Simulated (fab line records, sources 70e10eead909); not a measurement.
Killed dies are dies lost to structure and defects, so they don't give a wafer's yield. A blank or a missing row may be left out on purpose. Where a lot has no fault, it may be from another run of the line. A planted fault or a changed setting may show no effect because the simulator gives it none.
fab line records ; flow nand-harc ; part 1 of 2: steps 1 to 22 of 28
record lots=5; wafers=15; last-day=33
route steps=1302 shown A_STAIRCASE@710
lots with no fault: from the same line, run without faults
start-h: the number of hours between the record's first day and the start of the first shown wafer of the lot ; wait-h: hours from the lot's prior step to this one ; " the same as in the row above ; L1.1+2: a row that stands for several wafers ; - either no value or no given start ; * or withheld: withheld ; < > ~ a bound
route shown NAME@n: names a module that has steps shown in the file, with the first one's number in the route ; usual: mean/standard deviation of fault-free wafers ; same: alike in all rows ; chamber/n: place in a boat ; sites: per-site readings ; _std_site: how widely they spread, as a standard deviation ; _edge_site: mean of outer sites minus mean of inner sites ; radius-mm: how far each site lies from the wafer's centre ; mask NAME#n: copy n ; behind: the tool/chamber that last shaped the wafer ; hold: why the lot was held/for how many hours/how that ended ; device: transistor that didn't switch, given as n, p or np ; end of line: tests run on the same wafers once the route is complete ; where a step has no rows: the recipe by itself ; killed: count of dies lost to structure and defects at first sort (not the wafer's yield) ; map: shows each die of a wafer: x if killed, . if not, _ if none is there
set.NAME: the setting that was run; set.NAME@STEP: the one run at that earlier step ; model.NAME: the simulator's own value behind a step, which no gauge read
certain route steps with their lots: each step a table, each wafer a row
services: from which hour (start-h, from the record's first day; less than 0 if before it) a tool's chamber was out of use, for how many hours, and why
## steps
# step NHARC_A_STAIRCASE_TRIM_196
# recipe time-s=211.2; o2-flow-sccm=500; ar-flow-sccm=0; bias-w=0; chemistry=O2
# usual chamber-pressure-mTorr=60.00/0.063; drypump-motor-current-A=6.0/0.44; oes-product-au=0.999/0.0071; rf-vpp-V=57.8/0.83; showerhead-plenum-p-Torr=3.53/0.16; throttle-valve-pct=17.036/0.0089
lot.wafer;tool;chamber;start-h;wait-h;chamber-pressure-mTorr;drypump-motor-current-A;oes-product-au;rf-hours-counter-h;rf-vpp-V;showerhead-plenum-p-Torr;throttle-valve-pct
L075.2;rie-diel-12;0;373.32;0.1;60.05;6.2;0.997;31;58.4;3.43;17.024
L075.6;rie-diel-12;2;373.32;0.1;59.90;6.3;1.005;-;57.8;3.49;17.054
L075.5;rie-diel-12;3;373.32;0.1;59.92;5.9;1.004;-;59.4;3.78;17.029
L081.1;rie-diel-13;2;430.42;0.1;59.96;6.0;0.984;33;58.7;3.54;17.029
L081.2;rie-diel-13;1;430.42;0.1;60.12;6.5;0.982;18;57.5;3.29;17.045
L081.6;rie-diel-13;3;430.42;0.1;60.11;6.6;0.984;-;56.9;3.38;17.038
L086.1;rie-diel-03;0;472.78;0.1;60.02;6.0;1.002;2;57.0;3.52;17.039
L086.3;rie-diel-03;2;472.78;0.1;59.93;5.0;0.999;2;58.7;3.45;17.050
L086.6;rie-diel-03;0;472.78;0.1;59.98;6.0;1.001;-;58.2;3.52;17.039
L092.4;rie-diel-03;1;532.53;0.1;60.04;5.2;1.002;25;57.0;3.76;17.023
L092.2;rie-diel-03;2;532.53;0.1;60.01;5.0;1.001;15;58.2;3.44;17.036
L092.1;rie-diel-03;3;532.53;0.1;59.99;6.2;0.996;29;57.8;3.48;17.041
L095.1;rie-diel-12;0;573.09;0.1;59.98;6.2;1.015;39;56.7;3.39;17.022
L095.4;rie-diel-12;1;573.09;0.1;60.00;6.2;1.012;45;58.3;3.78;17.046
L095.2;rie-diel-12;3;573.09;0.1;59.95;5.9;0.993;43;59.2;3.74;17.029
# step NHARC_A_STAIRCASE_ETCH_197
# recipe target-depth-a=1000; time-s=40.5; ion-energy-ev=400; c4f8-flow-sccm=20; o2-flow-sccm=10; ar-flow-sccm=withheld; rf-w=600; bias-w=1000; chemistry=C4F8/O2
# usual chamber-pressure-mTorr=24.997/0.024; oes-product-au=0.952/0.017; rf-vpp-V=896/5.8
lot.wafer;tool;chamber;start-h;wait-h;chamber-pressure-mTorr;oes-product-au;rf-hours-counter-h;rf-vpp-V
L075.2;rie-diel-12;1;-;-;24.959;0.953;40;887
L075.6;rie-diel-12;1;-;-;25.009;0.956;-;886
L075.5;rie-diel-12;2;-;-;25.021;0.951;-;895
L081.1;rie-diel-13;2;-;-;24.973;0.944;33;897
L081.2;rie-diel-13;1;-;-;24.987;0.943;19;887
L081.6;rie-diel-13;2;-;-;24.979;0.943;-;896
L086.3;rie-diel-03;0;-;-;24.984;0.939;2;896
L086.1;rie-diel-03;1;-;-;24.974;0.942;2;904
L086.6;rie-diel-03;2;-;-;25.046;0.949;-;895
L092.4;rie-diel-03;3;-;-;24.974;0.950;29;895
L092.2;rie-diel-03;1;-;-;25.024;0.933;25;905
L092.1;rie-diel-03;2;-;-;24.979;0.953;15;894
L095.2;rie-diel-12;3;-;-;25.024;0.983;43;904
L095.4;rie-diel-12;1;-;-;25.032;0.964;45;905
L095.1;rie-diel-12;2;-;-;25.000;0.974;48;893
# step NHARC_A_STAIRCASE_TRIM_198
# recipe time-s=211.2; o2-flow-sccm=500; ar-flow-sccm=0; bias-w=0; chemistry=O2
# usual chamber-pressure-mTorr=60.01/0.051; drypump-motor-current-A=6.0/0.43; oes-product-au=0.998/0.0073; rf-vpp-V=57.7/0.85; showerhead-plenum-p-Torr=3.52/0.16; throttle-valve-pct=17.037/0.0094
lot.wafer;tool;chamber;start-h;wait-h;chamber-pressure-mTorr;drypump-motor-current-A;oes-product-au;rf-hours-counter-h;rf-vpp-V;showerhead-plenum-p-Torr;throttle-valve-pct
L075.2;rie-diel-12;2;-;-;60.02;6.3;1.006;44;58.0;3.49;17.031
L075.6;rie-diel-12;0;-;-;60.01;6.2;0.997;-;57.4;3.43;17.038
L075.5;rie-diel-12;1;-;-;60.01;6.2;1.007;-;56.0;3.27;17.048
L081.1;rie-diel-13;2;-;-;60.04;6.0;1.000;33;57.5;3.54;17.035
L081.2;rie-diel-13;3;-;-;60.06;6.6;0.991;29;55.8;3.38;17.059
L081.6;rie-diel-13;3;-;-;59.93;6.6;0.990;-;57.1;3.38;17.037
L086.3;rie-diel-03;3;-;-;60.07;6.2;0.990;2;58.3;3.50;17.055
L086.1;rie-diel-03;0;-;-;60.08;6.0;0.985;2;57.5;3.52;17.031
L086.6;rie-diel-03;2;-;-;60.02;5.0;0.989;-;57.7;3.45;17.030
L092.2;rie-diel-03;0;-;-;60.02;6.0;1.006;21;58.3;3.51;17.049
L092.1;rie-diel-03;1;-;-;60.06;5.2;1.002;25;58.1;3.76;17.039
L092.4;rie-diel-03;2;-;-;60.06;5.0;0.987;15;55.8;3.44;17.032
L095.4;rie-diel-12;3;-;-;60.00;5.9;1.005;44;57.9;3.74;17.029
L095.1;rie-diel-12;0;-;-;60.00;6.2;1.001;39;56.8;3.39;17.040
L095.2;rie-diel-12;2;-;-;60.00;6.3;1.000;48;58.0;3.45;17.033
# step NHARC_A_STAIRCASE_ETCH_199
# recipe target-depth-a=1000; time-s=40.5; ion-energy-ev=400; c4f8-flow-sccm=20; o2-flow-sccm=10; ar-flow-sccm=withheld; rf-w=600; bias-w=1000; chemistry=C4F8/O2
# usual chamber-pressure-mTorr=25.001/0.021; oes-product-au=0.948/0.013; rf-vpp-V=896/5.7
lot.wafer;tool;chamber;start-h;wait-h;chamber-pressure-mTorr;oes-product-au;rf-hours-counter-h;rf-vpp-V
L075.2;rie-diel-12;0;-;-;24.970;0.944;31;893
L075.6;rie-diel-12;0;-;-;24.969;0.936;-;893
L075.5;rie-diel-12;1;-;-;25.051;0.954;-;887
L081.1;rie-diel-13;3;-;-;25.018;0.923;29;891
L081.2;rie-diel-13;2;-;-;24.996;0.927;33;898
L081.6;rie-diel-13;2;-;-;24.965;0.922;-;897
L086.3;rie-diel-03;0;-;-;24.990;0.947;2;896
L086.1;rie-diel-03;1;-;-;24.986;0.945;2;903
L086.6;rie-diel-03;1;-;-;24.968;0.955;-;903
L092.4;rie-diel-03;3;-;-;24.997;0.939;29;895
L092.2;rie-diel-03;0;-;-;25.036;0.933;21;895
L092.1;rie-diel-03;1;-;-;24.973;0.933;25;905
L095.4;rie-diel-12;2;-;-;24.988;0.973;48;893
L095.1;rie-diel-12;3;-;-;25.013;0.951;44;904
L095.2;rie-diel-12;1;-;-;25.015;0.963;45;905
# step NHARC_A_STAIRCASE_TRIM_200
# recipe time-s=211.2; o2-flow-sccm=500; ar-flow-sccm=0; bias-w=0; chemistry=O2
# usual chamber-pressure-mTorr=60.00/0.054; drypump-motor-current-A=6.0/0.45; oes-product-au=1.000/0.0069; rf-vpp-V=57.6/0.93; showerhead-plenum-p-Torr=3.52/0.16; throttle-valve-pct=17.037/0.0094
lot.wafer;tool;chamber;start-h;wait-h;chamber-pressure-mTorr;drypump-motor-current-A;oes-product-au;rf-hours-counter-h;rf-vpp-V;showerhead-plenum-p-Torr;throttle-valve-pct
L075.2;rie-diel-12;1;-;-;60.04;6.2;0.999;40;57.6;3.27;17.032
L075.5;rie-diel-12;2;-;-;60.14;6.4;1.011;-;56.6;3.49;17.045
L075.6;rie-diel-12;3;-;-;60.03;5.9;1.013;-;57.9;3.79;17.032
L081.2;rie-diel-13;3;-;-;60.03;6.6;0.998;29;58.3;3.38;17.045
L081.1;rie-diel-13;1;-;-;60.01;6.4;1.001;19;57.1;3.29;17.033
L081.6;rie-diel-13;3;-;-;59.97;6.6;1.001;-;55.2;3.38;17.039
L086.1;rie-diel-03;2;-;-;60.00;5.0;0.990;2;56.9;3.45;17.027
L086.3;rie-diel-03;3;-;-;59.96;6.1;0.993;2;57.3;3.50;17.018
L086.6;rie-diel-03;0;-;-;60.03;6.0;1.001;-;57.9;3.52;17.027
L092.2;rie-diel-03;2;-;-;60.03;5.0;0.995;15;57.3;3.44;17.046
L092.4;rie-diel-03;3;-;-;60.04;6.2;0.998;29;57.1;3.48;17.038
L092.1;rie-diel-03;0;-;-;59.97;6.0;1.000;21;58.6;3.51;17.047
L095.1;rie-diel-12;3;-;-;60.02;5.9;1.003;44;57.0;3.74;17.033
L095.4;rie-diel-12;1;-;-;59.93;6.2;1.005;45;57.6;3.78;17.042
L095.2;rie-diel-12;2;-;-;59.92;6.3;1.008;48;57.1;3.45;17.031
# step NHARC_A_STAIRCASE_ETCH_201
# recipe target-depth-a=1000; time-s=40.5; ion-energy-ev=400; c4f8-flow-sccm=20; o2-flow-sccm=10; ar-flow-sccm=withheld; rf-w=600; bias-w=1000; chemistry=C4F8/O2
# usual chamber-pressure-mTorr=25.00/0.031; oes-product-au=0.944/0.013; rf-vpp-V=896/5.7
lot.wafer;tool;chamber;start-h;wait-h;chamber-pressure-mTorr;oes-product-au;rf-hours-counter-h;rf-vpp-V
L075.2;rie-diel-12;3;-;-;25.03;0.950;40;905
L075.5;rie-diel-12;1;-;-;24.99;0.964;-;885
L075.6;rie-diel-12;2;-;-;25.02;0.950;-;895
L081.2;rie-diel-13;2;-;-;24.99;0.934;33;896
L081.1;rie-diel-13;3;-;-;24.98;0.920;29;889
L081.6;rie-diel-13;1;-;-;24.99;0.936;-;888
L086.3;rie-diel-03;2;-;-;24.97;0.920;2;894
L086.1;rie-diel-03;3;-;-;24.99;0.929;2;895
L086.6;rie-diel-03;2;-;-;25.01;0.925;-;894
L092.1;rie-diel-03;3;-;-;24.98;0.940;29;896
L092.4;rie-diel-03;0;-;-;25.04;0.943;21;895
L092.2;rie-diel-03;1;-;-;24.97;0.932;25;904
L095.1;rie-diel-12;1;-;-;24.96;0.954;45;903
L095.2;rie-diel-12;3;-;-;25.05;0.959;44;903
L095.4;rie-diel-12;0;-;-;24.99;0.951;39;891
# step NHARC_A_STAIRCASE_TRIM_202
# recipe time-s=211.2; o2-flow-sccm=500; ar-flow-sccm=0; bias-w=0; chemistry=O2
# usual chamber-pressure-mTorr=60.00/0.049; drypump-motor-current-A=6.0/0.47; oes-product-au=1.001/0.008; rf-vpp-V=57.8/0.9; showerhead-plenum-p-Torr=3.51/0.16; throttle-valve-pct=17.037/0.01
lot.wafer;tool;chamber;start-h;wait-h;chamber-pressure-mTorr;drypump-motor-current-A;oes-product-au;rf-hours-counter-h;rf-vpp-V;showerhead-plenum-p-Torr;throttle-valve-pct
L075.2;rie-diel-12;1;-;-;59.98;6.3;1.008;40;57.8;3.27;17.041
L075.6;rie-diel-12;0;-;-;60.00;6.2;0.997;-;58.8;3.43;17.048
L075.5;rie-diel-12;1;-;-;60.16;6.2;1.009;-;57.2;3.27;17.039
L081.1;rie-diel-13;3;-;-;59.95;6.6;1.000;29;57.2;3.38;17.059
L081.2;rie-diel-13;2;-;-;59.99;6.0;0.995;33;57.7;3.54;17.034
L081.6;rie-diel-13;3;-;-;59.95;6.6;0.998;-;57.7;3.38;17.027
L086.1;rie-diel-03;1;-;-;60.01;5.2;1.004;2;58.3;3.77;17.040
L086.3;rie-diel-03;3;-;-;59.99;6.2;1.004;2;57.4;3.50;17.039
L086.6;rie-diel-03;1;-;-;60.10;5.2;0.996;-;59.1;3.77;17.011
L092.1;rie-diel-03;2;-;-;59.90;5.0;1.004;15;57.2;3.44;17.044
L092.4;rie-diel-03;3;-;-;60.00;6.2;1.000;29;58.9;3.48;17.038
L092.2;rie-diel-03;1;-;-;60.01;5.2;0.996;25;59.4;3.76;17.046
L095.4;rie-diel-12;2;-;-;60.07;6.3;0.990;48;59.5;3.45;17.047
L095.2;rie-diel-12;3;-;-;60.00;5.9;0.994;44;58.5;3.74;17.031
L095.1;rie-diel-12;1;-;-;60.04;6.3;1.000;46;59.9;3.78;17.021
# step NHARC_A_STAIRCASE_ETCH_203
# recipe target-depth-a=1000; time-s=40.5; ion-energy-ev=400; c4f8-flow-sccm=20; o2-flow-sccm=10; ar-flow-sccm=withheld; rf-w=600; bias-w=1000; chemistry=C4F8/O2
# usual chamber-pressure-mTorr=24.999/0.023; oes-product-au=0.944/0.01; rf-vpp-V=895/5.6
lot.wafer;tool;chamber;start-h;wait-h;chamber-pressure-mTorr;oes-product-au;rf-hours-counter-h;rf-vpp-V
L075.2;rie-diel-12;1;-;-;24.990;0.952;40;885
L075.6;rie-diel-12;0;-;-;24.980;0.940;-;894
L075.5;rie-diel-12;1;-;-;24.982;0.941;-;886
L081.2;rie-diel-13;2;-;-;25.001;0.935;34;897
L081.1;rie-diel-13;3;-;-;25.018;0.933;29;891
L081.6;rie-diel-13;2;-;-;24.969;0.934;-;896
L086.1;rie-diel-03;1;-;-;25.008;0.957;2;904
L086.3;rie-diel-03;3;-;-;24.996;0.945;2;894
L086.6;rie-diel-03;1;-;-;24.967;0.950;-;905
L092.4;rie-diel-03;3;-;-;24.976;0.938;29;893
L092.1;rie-diel-03;0;-;-;25.016;0.950;21;896
L092.2;rie-diel-03;1;-;-;24.983;0.943;25;905
L095.4;rie-diel-12;3;-;-;24.998;0.931;44;903
L095.2;rie-diel-12;0;-;-;24.978;0.953;39;891
L095.1;rie-diel-12;1;-;-;24.993;0.960;46;904
# step NHARC_A_STAIRCASE_STRIP_205
# recipe power-w=1500; temp-c=250; chemistry=O2
# usual drypump-motor-current-A=5.5/0.38; heater-power-w=319/9.8
lot.wafer;tool;chamber;start-h;wait-h;drypump-motor-current-A;heater-power-w;rf-hours-counter-h
L075.2;plasma-asher-02;0;374.34;0.1;5.4;331;23
L075.5;plasma-asher-02;0;374.34;0.1;5.5;328;-
L075.6;plasma-asher-02;1;374.34;0.1;5.1;307;-
L081.1;plasma-asher-01;1;431.90;0.1;5.4;304;2
L081.2;plasma-asher-01;0;431.90;0.1;6.1;322;2
L081.6;plasma-asher-01;0;431.90;0.1;6.1;325;-
L086.1;plasma-asher-01;1;473.89;0.1;5.4;319;13
L086.3;plasma-asher-01;1;473.89;0.1;5.4;314;-
L086.6;plasma-asher-01;1;473.89;0.1;5.4;311;-
L092.2;plasma-asher-01;0;533.58;0.1;6.1;334;25
L092.1;plasma-asher-01;1;533.58;0.1;5.4;306;25
L092.4;plasma-asher-01;0;533.58;0.1;6.1;323;-
L095.2;plasma-asher-02;0;574.16;0.1;5.5;333;28
L095.1;plasma-asher-02;1;574.16;0.1;5.1;306;28
L095.4;plasma-asher-02;0;574.16;0.1;5.4;327;-
# step NHARC_A_STAIRCASE_STRIP_206
# recipe time-s=900; temp-c=130; chemistry=SPM
lot.wafer;tool;chamber;start-h;wait-h
L075.5+2+6;wet-bench-07;1,2,4;374.69;0.1
L081.2+6+1;wet-bench-03;4,6,0;432.24;0.3
L086.3+6+1;wet-bench-07;5,6,0;474.19;0.2
L092.1+4+2;wet-bench-06;6,0,1;533.92;0.3
L095.2+4+1;wet-bench-06;6,0,1;574.52;0.3
# step NHARC_A_STAIRCASE_PRECLEAN_207
# recipe time-s=*; temp-c=50; bath-age-min=0; chemistry=SC1
# usual diw-flow-mL-min=1414/4; nh4oh-flow-mL-min=28.30/0.1
lot.wafer;tool;chamber;start-h;wait-h;diw-flow-mL-min;nh4oh-flow-mL-min
L075.5;wet-bench-07;1;-;-;1416;28.17
L075.2;wet-bench-07;2;-;-;1418;28.32
L075.6;wet-bench-07;4;-;-;1413;28.43
L081.2;wet-bench-03;4;-;-;1406;28.20
L081.6;wet-bench-03;6;-;-;1420;28.24
L081.1;wet-bench-03;0;-;-;1423;28.15
L086.3;wet-bench-07;5;-;-;1413;28.47
L086.6;wet-bench-07;6;-;-;1411;28.36
L086.1;wet-bench-07;0;-;-;1421;27.97
L092.1;wet-bench-06;6;-;-;1419;28.29
L092.4;wet-bench-06;0;-;-;1412;28.40
L092.2;wet-bench-06;1;-;-;1415;28.37
L095.2;wet-bench-06;6;-;-;1410;28.36
L095.4;wet-bench-06;0;-;-;1417;28.15
L095.1;wet-bench-06;1;-;-;1417;28.29
# step NHARC_A_STAIRCASE_SRD_208
lot.wafer;tool;chamber;start-h;wait-h
L075.5+2+6;wet-bench-07;1,2,4;-;-
L081.2+6+1;wet-bench-03;4,6,0;-;-
L086.3+6+1;wet-bench-07;5,6,0;-;-
L092.1+4+2;wet-bench-06;6,0,1;-;-
L095.2+4+1;wet-bench-06;6,0,1;-;-
# step NHARC_A_STAIRCASE_DEHYDRATE_209
# recipe temp-c=150; time-s=120
lot.wafer;tool;chamber;start-h;wait-h
L075.2+5+6;litho-track-03;0;375.25;-
L081.1+2+6;litho-track-03;0;432.69;-
L086.1+3+6;litho-track-03;0;474.66;-
L092.1+2+4;litho-track-07;0;534.38;-
L095.1+2+4;litho-track-02;0;574.97;-
# step NHARC_A_STAIRCASE_HMDS_210
# recipe time-s=30
lot.wafer;tool;chamber;start-h;wait-h
L075.2+5+6;litho-track-03;0;-;-
L081.1+2+6;litho-track-03;0;-;-
L086.1+3+6;litho-track-03;0;-;-
L092.1+2+4;litho-track-07;0;-;-
L095.1+2+4;litho-track-02;0;-;-
# step NHARC_A_STAIRCASE_COAT_211
# recipe spin-rpm=1200
lot.wafer;tool;chamber;start-h;wait-h
L075.2+5+6;litho-track-03;0;-;-
L081.1+2+6;litho-track-03;0;-;-
L086.1+3+6;litho-track-03;0;-;-
L092.1+2+4;litho-track-07;0;-;-
L095.1+2+4;litho-track-02;0;-;-
# step NHARC_A_STAIRCASE_SOFTBAKE_212
# recipe temp-c=135; time-s=170
lot.wafer;tool;chamber;start-h;wait-h
L075.2+5+6;litho-track-03;0;-;-
L081.1+2+6;litho-track-03;0;-;-
L086.1+3+6;litho-track-03;0;-;-
L092.1+2+4;litho-track-07;0;-;-
L095.1+2+4;litho-track-02;0;-;-
# step NHARC_A_STAIRCASE_EBR_213
lot.wafer;tool;chamber;start-h;wait-h
L075.2+5+6;litho-track-03;0;-;-
L081.1+2+6;litho-track-03;0;-;-
L086.1+3+6;litho-track-03;0;-;-
L092.1+2+4;litho-track-07;0;-;-
L095.1+2+4;litho-track-02;0;-;-
# step NHARC_A_STAIRCASE_EXPOSE_214
# recipe na=0.5; dose-mj=31.26; mask-id=STAIR_3
lot.wafer;tool;chamber;start-h;wait-h;mask
L075.2+5+6;krf-scanner-02;0;375.59;-;STAIR_3#0
L081.1+2+6;krf-scanner-01;0;432.90;-;STAIR_3#0
L086.1+3+6;krf-scanner-02;0;474.99;-;STAIR_3#0
L092.1+2+4;krf-scanner-02;0;534.71;-;STAIR_3#0
L095.1+2+4;krf-scanner-03;0;575.30;-;STAIR_3#0
# step NHARC_A_STAIRCASE_PEB_215
# recipe peb-temp-c=115; peb-time-s=130
# same peb-time-s=130
lot.wafer;tool;chamber;start-h;wait-h
L075.2+5+6;litho-track-07;0;375.65;0.1
L081.1+2+6;litho-track-02;0;432.97;0.1
L086.1+3+6;litho-track-07;0;475.06;0.1
L092.1+2+4;litho-track-07;0;534.77;0.1
L095.1+2+4;litho-track-07;0;575.37;0.1
# step NHARC_A_STAIRCASE_DEVELOP_216
# recipe time-s=140
lot.wafer;tool;chamber;start-h;wait-h
L075.2+5+6;litho-track-07;0;-;-
L081.1+2+6;litho-track-02;0;-;-
L086.1+3+6;litho-track-07;0;-;-
L092.1+2+4;litho-track-07;0;-;-
L095.1+2+4;litho-track-07;0;-;-
# step NHARC_A_STAIRCASE_HARDBAKE_218
# recipe temp-c=120; time-s=140
lot.wafer;tool;chamber;start-h;wait-h
L075.2+5+6;litho-track-02;0;375.87;-
L081.1+2+6;litho-track-07;0;433.19;-
L086.1+3+6;litho-track-02;0;475.29;-
L092.1+2+4;litho-track-03;0;534.99;-
L095.1+2+4;litho-track-02;0;575.58;-
# step NHARC_A_STAIRCASE_DESCUM_219
# recipe time-s=3; o2-flow-sccm=200; ar-flow-sccm=0; bias-power-w=0; chemistry=O2
# usual chamber-pressure-mTorr=60.01/0.063; drypump-motor-current-A=5.9/0.51; oes-product-au=1.000/0.0073; rf-vpp-V=57.8/0.88; showerhead-plenum-p-Torr=1.93/0.091; throttle-valve-pct=11.312/0.0092
lot.wafer;tool;chamber;start-h;wait-h;chamber-pressure-mTorr;drypump-motor-current-A;oes-product-au;rf-hours-counter-h;rf-vpp-V;showerhead-plenum-p-Torr;throttle-valve-pct
L075.2;rie-diel-03;2;375.96;-;60.07;5.0;0.997;25;56.6;1.87;11.316
L075.6;rie-diel-03;2;375.96;-;60.14;5.0;0.994;-;56.4;1.87;11.309
L075.5;rie-diel-03;3;375.96;-;59.94;6.2;1.002;-;56.6;1.90;11.300
L081.2;rie-diel-13;2;433.29;-;59.99;6.0;1.003;34;57.8;1.92;11.328
L081.1;rie-diel-13;3;433.29;-;59.87;6.6;0.998;30;58.4;1.83;11.307
L081.6;rie-diel-13;2;433.29;-;60.10;6.0;1.000;-;57.4;1.92;11.295
L086.1;rie-diel-12;0;475.39;-;60.02;6.2;0.994;6;57.7;1.84;11.308
L086.3;rie-diel-12;2;475.39;-;60.01;6.3;0.993;8;57.9;1.88;11.319
L086.6;rie-diel-12;0;475.39;-;60.12;6.2;1.012;-;57.6;1.84;11.315
L092.1;rie-diel-12;0;535.09;-;59.89;6.2;0.994;25;57.1;1.84;11.319
L092.2;rie-diel-12;1;535.09;-;60.01;6.2;0.998;29;59.5;2.07;11.330
L092.4;rie-diel-12;2;535.09;-;60.00;6.4;1.003;28;56.2;1.88;11.318
L095.4;rie-diel-03;1;575.67;-;60.02;5.2;0.997;35;58.1;2.04;11.304
L095.2;rie-diel-03;3;575.67;-;60.05;6.2;0.992;38;58.2;1.88;11.326
L095.1;rie-diel-03;0;575.67;-;59.97;6.0;0.999;31;57.6;1.90;11.309
